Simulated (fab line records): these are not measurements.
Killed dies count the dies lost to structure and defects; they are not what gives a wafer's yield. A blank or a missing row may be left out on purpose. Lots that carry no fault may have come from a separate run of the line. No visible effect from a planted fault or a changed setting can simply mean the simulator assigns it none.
Matching of chambers -- flow n5Finfet -- 3 sister chambers for N5_BEOL_M14_ILD_DEP_00 on pecvd-02
The step deposits SiO2 from TEOS/O2, target thk 1119.3 nm, time 237.4 s. 6 wafers are shown with their chamber, then 9 later ones without.

== WAFERS WITH THEIR CHAMBER ==
wafer,chamber,showerheadPlenumPTorr (Torr),heaterPowerW (W)
L080.6,2,8.33,580
L085.5,2,8.30,560
L085.6,1,8.39,593
L083.1,1,8.38,652
L083.3,0,8.41,620
L083.5,0,8.42,673

== WAFERS WITHOUT THEIR CHAMBER ==
wafer,showerheadPlenumPTorr (Torr),heaterPowerW (W)
L089.1,8.43,567
L089.5,8.37,512
L089.6,8.40,679
L095.1,8.35,465
L095.4,8.32,519
L095.5,8.33,576
L096.1,8.41,670
L096.2,8.36,607
L096.4,8.33,535

== THE CHAMBER EACH PASSED THROUGH ==
wafer,from the rows above,in truth
L089.1,can't be placed: 0 or 1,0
L089.5,can't be placed: 1 or 2 or 0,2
L089.6,can't be placed: 0 or 1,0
L095.1,can't be placed: 2 or 1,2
L095.4,2,2
L095.5,2,2
L096.1,can't be placed: 0 or 1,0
L096.2,can't be placed: 1 or 2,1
L096.4,2,2
Placed correctly: 3 of 9. From these rows, 6 cannot be placed; in 6 the true chamber is one of the candidates. Wrongly placed: 0.
How it was worked out, from the rows above alone: a wafer's distance from a chamber is the root of the sum, over the readings, of the square of ((its reading less the chamber's mean) divided by the reading's scatter). The wafer belongs to the nearest chamber; if the next one is less than 2 further off, it can't be placed. Each chamber's mean is taken over the wafers shown for it. The scatter: the root of (the sum of the squares of (reading less its chamber's mean) over the shown wafers, divided by (wafers less chambers)).
